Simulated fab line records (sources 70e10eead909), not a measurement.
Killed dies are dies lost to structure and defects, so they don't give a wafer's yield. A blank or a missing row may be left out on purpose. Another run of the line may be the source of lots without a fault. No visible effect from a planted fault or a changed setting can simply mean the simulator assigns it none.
Which tool did it? || flow nand_harc || 12 lots with 36 wafers sampled at 6 steps, on a route of 1159 steps

## WHAT THE GAUGES READ, wafer by wafer
NHARC_P_BONDPAD_CD_MEAS_09: target cd 500 nm.
{"lot": "L693", "measured": "day 6 09:01", "on": "cd_sem-02", "cd_nm (nm)": "499.4 497.0 500.1"}
{"lot": "L695", "measured": "day 7 01:05", "on": "cd_sem-02", "cd_nm (nm)": "497.2 497.7 497.8"}
{"lot": "L696", "measured": "day 7 01:15", "on": "cd_sem-01", "cd_nm (nm)": "497.4 496.3 500.4"}
{"lot": "L697", "measured": "day 7 10:52", "on": "cd_sem-03", "cd_nm (nm)": "503.3 500.6 501.3"}
{"lot": "L698", "measured": "day 7 23:12", "on": "cd_sem-02", "cd_nm (nm)": "504.3 497.7 503.5"}
{"lot": "L703", "measured": "day 8 14:20", "on": "cd_sem-03", "cd_nm (nm)": "500.4 503.3 499.8"}
{"lot": "L705", "measured": "day 9 15:29", "on": "cd_sem-03", "cd_nm (nm)": "503.6 498.8 502.2"}
{"lot": "L706", "measured": "day 9 17:30", "on": "cd_sem-03", "cd_nm (nm)": "499.0 497.4 500.8"}
{"lot": "L704", "measured": "day 9 17:46", "on": "cd_sem-01", "cd_nm (nm)": "498.8 499.4 498.9"}
{"lot": "L711", "measured": "day 10 20:27", "on": "cd_sem-02", "cd_nm (nm)": "497.6 501.5 499.2"}
{"lot": "L713", "measured": "day 11 01:46", "on": "cd_sem-01", "cd_nm (nm)": "497.4 500.1 495.5"}
{"lot": "L712", "measured": "day 11 03:32", "on": "cd_sem-02", "cd_nm (nm)": "501.5 501.6 501.2"}

NHARC_A_ONON_D1_THK_MEAS_21: measures by ellipsometry.
{"lot": "L693", "measured": "day 8 02:01", "on": "film_metro-01", "thk_nm (nm)": "1012 1012 1012"}
{"lot": "L695", "measured": "day 8 18:08", "on": "film_metro-01", "thk_nm (nm)": "1004 1003 1004"}
{"lot": "L696", "measured": "day 8 18:00", "on": "film_metro-02", "thk_nm (nm)": "1006 1007 1007"}
{"lot": "L697", "measured": "day 9 03:03", "on": "film_metro-02", "thk_nm (nm)": "994 993 995"}
{"lot": "L698", "measured": "day 9 13:22", "on": "film_metro-02", "thk_nm (nm)": "1009 1010 1008"}
{"lot": "L703", "measured": "day 10 03:52", "on": "film_metro-01", "thk_nm (nm)": "1003 1003 1003"}
{"lot": "L705", "measured": "day 11 04:16", "on": "film_metro-01", "thk_nm (nm)": "1556 1556 996"}
{"lot": "L706", "measured": "day 11 04:24", "on": "film_metro-01", "thk_nm (nm)": "1007 1005 1005"}
{"lot": "L704", "measured": "day 11 04:37", "on": "film_metro-01", "thk_nm (nm)": "1556 1555 1556"}
{"lot": "L711", "measured": "day 12 09:16", "on": "film_metro-02", "thk_nm (nm)": "996 994 996"}
{"lot": "L713", "measured": "day 12 14:58", "on": "film_metro-01", "thk_nm (nm)": "1018 1016 1018"}
{"lot": "L712", "measured": "day 12 14:56", "on": "film_metro-02", "thk_nm (nm)": "994 994 996"}

NHARC_END_SORT_01.
{"lot": "L705", "measured": "day 22 00:55", "on": "prober-01", "killed_at_array": "668 668 29", "killed_at_other": "3 1 2", "killed_at_periphery": "6 8 5", "killed_dies": "677 677 36", "killed_open": "2 4 4", "killed_short": "2 3 5"}
{"lot": "L704", "measured": "day 22 04:25", "on": "prober-02", "killed_at_array": "676 670 669", "killed_at_other": "0 3 2", "killed_at_periphery": "1 4 6", "killed_dies": "677 677 677", "killed_open": "2 3 3", "killed_short": "1 3 5"}

## TOOL THAT RAN EACH LOT (tool first, then ch and the chambers of the sampled wafers, then the start)
{"lot": "L693", "NHARC_P_BONDPAD_CMP_32": "cmp-04 ch 2,3, day 6 08:19", "NHARC_P_BONDPAD_ACTIVATE_29": "rie_diel-04 ch 0,1, day 6 11:53", "NHARC_A_ONON_D1_DEP_19": "pecvd_onon-04 ch 0, day 8 01:33"}
{"lot": "L695", "NHARC_P_BONDPAD_CMP_32": "cmp-02 ch 1,2,3, day 7 00:16", "NHARC_P_BONDPAD_ACTIVATE_29": "rie_diel-04 ch 1,3, day 7 04:11", "NHARC_A_ONON_D1_DEP_19": "pecvd_onon-03 ch 0, day 8 17:37"}
{"lot": "L696", "NHARC_P_BONDPAD_CMP_32": "cmp-01 ch 0,1,2, day 7 00:17", "NHARC_P_BONDPAD_ACTIVATE_29": "rie_diel-04 ch 1,3, day 7 04:38", "NHARC_A_ONON_D1_DEP_19": "pecvd_onon-04 ch 0, day 8 17:33"}
{"lot": "L697", "NHARC_P_BONDPAD_CMP_32": "cmp-04 ch 0,1,2, day 7 10:03", "NHARC_P_BONDPAD_ACTIVATE_29": "rie_diel-04 ch 0,2,3, day 7 13:44", "NHARC_A_ONON_D1_DEP_19": "pecvd_onon-04 ch 0, day 9 02:32"}
{"lot": "L698", "NHARC_P_BONDPAD_CMP_32": "cmp-04 ch 1,2,3, day 7 22:34", "NHARC_P_BONDPAD_ACTIVATE_29": "rie_diel-04 ch 1,2,3, day 8 02:04", "NHARC_A_ONON_D1_DEP_19": "pecvd_onon-04 ch 0, day 9 12:52"}
{"lot": "L703", "NHARC_P_BONDPAD_CMP_32": "cmp-04 ch 1,2, day 8 13:33", "NHARC_P_BONDPAD_ACTIVATE_29": "rie_diel-01 ch 0,1, day 8 17:12", "NHARC_A_ONON_D1_DEP_19": "pecvd_onon-03 ch 0, day 10 03:29"}
{"lot": "L705", "NHARC_P_BONDPAD_CMP_32": "cmp-02 ch 2,3, day 9 14:47", "NHARC_P_BONDPAD_ACTIVATE_29": "rie_diel-04 ch 0,1, day 9 18:20", "NHARC_A_ONON_D1_DEP_19": "pecvd_onon-03 ch 0, day 11 03:49"}
{"lot": "L706", "NHARC_P_BONDPAD_CMP_32": "cmp-02 ch 0,1, day 9 16:41", "NHARC_P_BONDPAD_ACTIVATE_29": "rie_diel-04 ch 0,3, day 9 20:25", "NHARC_A_ONON_D1_DEP_19": "pecvd_onon-02 ch 0, day 11 04:04"}
{"lot": "L704", "NHARC_P_BONDPAD_CMP_32": "cmp-01 ch 0,1,2, day 9 16:57", "NHARC_P_BONDPAD_ACTIVATE_29": "rie_diel-04 ch 0,1,3, day 9 20:46", "NHARC_A_ONON_D1_DEP_19": "pecvd_onon-03 ch 0, day 11 04:10"}
{"lot": "L711", "NHARC_P_BONDPAD_CMP_32": "cmp-01 ch 0,2,3, day 10 19:41", "NHARC_P_BONDPAD_ACTIVATE_29": "rie_diel-04 ch 1,2, day 10 23:26", "NHARC_A_ONON_D1_DEP_19": "pecvd_onon-04 ch 0, day 12 08:52"}
{"lot": "L713", "NHARC_P_BONDPAD_CMP_32": "cmp-04 ch 2,3, day 11 01:05", "NHARC_P_BONDPAD_ACTIVATE_29": "rie_diel-04 ch 0,1,2, day 11 04:41", "NHARC_A_ONON_D1_DEP_19": "pecvd_onon-02 ch 0, day 12 14:38"}
{"lot": "L712", "NHARC_P_BONDPAD_CMP_32": "cmp-04 ch 0,1,3, day 11 02:44", "NHARC_P_BONDPAD_ACTIVATE_29": "rie_diel-01 ch 2,3, day 11 06:24", "NHARC_A_ONON_D1_DEP_19": "pecvd_onon-04 ch 0, day 12 14:26"}
- NHARC_P_BONDPAD_CMP_32: polishes SiCN, target thk 200 nm.
- NHARC_P_BONDPAD_ACTIVATE_29: chemistry N2, time 60 s.
- NHARC_A_ONON_D1_DEP_19: target thk 1000 nm.

## WHAT THE TOOLS THEMSELVES READ (means of the sampled wafers that have a number; where no wafer has one, the mark that the record gives instead)
NHARC_P_BONDPAD_CMP_32.
{"lot": "L693", "tool": "cmp-04", "edge_zone_pressure_frac": 0.996, "motor_current_A (A)": 11.8, "slurry_filter_dp_kPa (kPa)": 13.48}
{"lot": "L695", "tool": "cmp-02", "edge_zone_pressure_frac": 0.998, "motor_current_A (A)": 12.5, "slurry_filter_dp_kPa (kPa)": 13.46}
{"lot": "L696", "tool": "cmp-01", "edge_zone_pressure_frac": 0.999, "motor_current_A (A)": 13.1, "slurry_filter_dp_kPa (kPa)": 13.63}
{"lot": "L697", "tool": "cmp-04", "edge_zone_pressure_frac": 0.997, "motor_current_A (A)": 11.3, "slurry_filter_dp_kPa (kPa)": 13.51}
{"lot": "L698", "tool": "cmp-04", "edge_zone_pressure_frac": 1.000, "motor_current_A (A)": 12.6, "slurry_filter_dp_kPa (kPa)": 13.51}
{"lot": "L703", "tool": "cmp-04", "edge_zone_pressure_frac": 1.002, "motor_current_A (A)": 12.3, "slurry_filter_dp_kPa (kPa)": 13.50}
{"lot": "L705", "tool": "cmp-02", "edge_zone_pressure_frac": 0.996, "motor_current_A (A)": 11.6, "slurry_filter_dp_kPa (kPa)": 13.62}
{"lot": "L706", "tool": "cmp-02", "edge_zone_pressure_frac": 1.004, "motor_current_A (A)": 13.0, "slurry_filter_dp_kPa (kPa)": 13.56}
{"lot": "L704", "tool": "cmp-01", "edge_zone_pressure_frac": 0.999, "motor_current_A (A)": 13.2, "slurry_filter_dp_kPa (kPa)": 13.37}
{"lot": "L711", "tool": "cmp-01", "edge_zone_pressure_frac": 0.994, "motor_current_A (A)": 12.1, "slurry_filter_dp_kPa (kPa)": 13.42}
{"lot": "L713", "tool": "cmp-04", "edge_zone_pressure_frac": 0.999, "motor_current_A (A)": 12.3, "slurry_filter_dp_kPa (kPa)": 13.47}
{"lot": "L712", "tool": "cmp-04", "edge_zone_pressure_frac": 1.005, "motor_current_A (A)": 12.0, "slurry_filter_dp_kPa (kPa)": 13.61}

NHARC_P_BONDPAD_ACTIVATE_29.
{"lot": "L693", "tool": "rie_diel-04", "drypump_motor_current_A (A)": 5.7, "oes_product_au (a.u.)": 0.986, "rf_vpp_V (V)": 64.7, "showerhead_plenum_p_Torr (Torr)": 1.83}
{"lot": "L695", "tool": "rie_diel-04", "drypump_motor_current_A (A)": 5.9, "oes_product_au (a.u.)": 0.988, "rf_vpp_V (V)": 63.8, "showerhead_plenum_p_Torr (Torr)": 1.79}
{"lot": "L696", "tool": "rie_diel-04", "drypump_motor_current_A (A)": 5.9, "oes_product_au (a.u.)": 0.988, "rf_vpp_V (V)": 63.6, "showerhead_plenum_p_Torr (Torr)": 1.79}
{"lot": "L697", "tool": "rie_diel-04", "drypump_motor_current_A (A)": 5.3, "oes_product_au (a.u.)": 0.994, "rf_vpp_V (V)": 64.0, "showerhead_plenum_p_Torr (Torr)": 1.75}
{"lot": "L698", "tool": "rie_diel-04", "drypump_motor_current_A (A)": 5.5, "oes_product_au (a.u.)": 0.986, "rf_vpp_V (V)": 63.7, "showerhead_plenum_p_Torr (Torr)": 1.75}
{"lot": "L703", "tool": "rie_diel-01", "drypump_motor_current_A (A)": 5.6, "oes_product_au (a.u.)": 0.987, "rf_vpp_V (V)": 62.9, "showerhead_plenum_p_Torr (Torr)": 1.67}
{"lot": "L705", "tool": "rie_diel-04", "drypump_motor_current_A (A)": 5.9, "oes_product_au (a.u.)": 0.982, "rf_vpp_V (V)": 63.9, "showerhead_plenum_p_Torr (Torr)": 1.82}
{"lot": "L706", "tool": "rie_diel-04", "drypump_motor_current_A (A)": 5.6, "oes_product_au (a.u.)": 0.988, "rf_vpp_V (V)": 64.1, "showerhead_plenum_p_Torr (Torr)": 1.77}
{"lot": "L704", "tool": "rie_diel-04", "drypump_motor_current_A (A)": 5.7, "oes_product_au (a.u.)": 0.984, "rf_vpp_V (V)": 63.9, "showerhead_plenum_p_Torr (Torr)": 1.79}
{"lot": "L711", "tool": "rie_diel-04", "drypump_motor_current_A (A)": 5.3, "oes_product_au (a.u.)": 0.981, "rf_vpp_V (V)": 63.8, "showerhead_plenum_p_Torr (Torr)": 1.73}
{"lot": "L713", "tool": "rie_diel-04", "drypump_motor_current_A (A)": 5.4, "oes_product_au (a.u.)": 0.975, "rf_vpp_V (V)": 64.6, "showerhead_plenum_p_Torr (Torr)": 1.78}
{"lot": "L712", "tool": "rie_diel-01", "drypump_motor_current_A (A)": 5.8, "oes_product_au (a.u.)": 0.978, "rf_vpp_V (V)": 62.7, "showerhead_plenum_p_Torr (Torr)": 1.65}

NHARC_A_ONON_D1_DEP_19.
{"lot": "L693", "tool": "pecvd_onon-04", "nh3_flow_sccm (sccm)": 498.2}
{"lot": "L695", "tool": "pecvd_onon-03", "nh3_flow_sccm (sccm)": 498.5}
{"lot": "L696", "tool": "pecvd_onon-04", "nh3_flow_sccm (sccm)": 500.9}
{"lot": "L697", "tool": "pecvd_onon-04", "nh3_flow_sccm (sccm)": 499.2}
{"lot": "L698", "tool": "pecvd_onon-04", "nh3_flow_sccm (sccm)": 499.1}
{"lot": "L703", "tool": "pecvd_onon-03", "nh3_flow_sccm (sccm)": 500.5}
{"lot": "L705", "tool": "pecvd_onon-03", "nh3_flow_sccm (sccm)": 502.5}
{"lot": "L706", "tool": "pecvd_onon-02", "nh3_flow_sccm (sccm)": 500.2}
{"lot": "L704", "tool": "pecvd_onon-03", "nh3_flow_sccm (sccm)": 501.1}
{"lot": "L711", "tool": "pecvd_onon-04", "nh3_flow_sccm (sccm)": 502.0}
{"lot": "L713", "tool": "pecvd_onon-02", "nh3_flow_sccm (sccm)": 500.5}
{"lot": "L712", "tool": "pecvd_onon-04", "nh3_flow_sccm (sccm)": 498.9}

## THE ANSWER, worked out from the rows above alone
Rule: usual is defined by the lots themselves. The widest of any qualifying gaps counts: lots, ordered by their means at a reading, are off when they make up no more than a third of the lots, leave a main group of 4 or more, and stand apart from it by 3 or more times the standard deviation of that group's means. The tables above print the reading to a certain number of digits; a main group whose means all agree to those digits is not used. A lot without any number at a reading at which 4 lots or more have one is off too. Any other lot the step has rows for is counted as sound. The gauges are gone through in route order, then the tools' own readings, and for those a lot's mean is taken as printed above. The first step at which some lot is off is used, and at that step the reading that is off furthest; a lot without a number counts as furthest.
Off at NHARC_A_ONON_D1_THK_MEAS_21 (thk_nm): L705, L704. The main group: mean 1004 nm, standard deviation 7.3.
A tool fits if, at a process step before that reading, it ran every lot that is off, and no sound lot after the first of them. Those tools and the gauges at NHARC_A_ONON_D1_THK_MEAS_21 are tried in the same way. One fits: pecvd_onon-03 at NHARC_A_ONON_D1_DEP_19. Its last sound lot is L703 (day 10 03:29), its first lot that is off L705 (day 11 03:49): a fault that began between those two fits.

## WHAT THE SIMULATOR PUT IN
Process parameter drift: pecvd_onon-03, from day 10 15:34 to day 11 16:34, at NHARC_A_ONON_D1_DEP_19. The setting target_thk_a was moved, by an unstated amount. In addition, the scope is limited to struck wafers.
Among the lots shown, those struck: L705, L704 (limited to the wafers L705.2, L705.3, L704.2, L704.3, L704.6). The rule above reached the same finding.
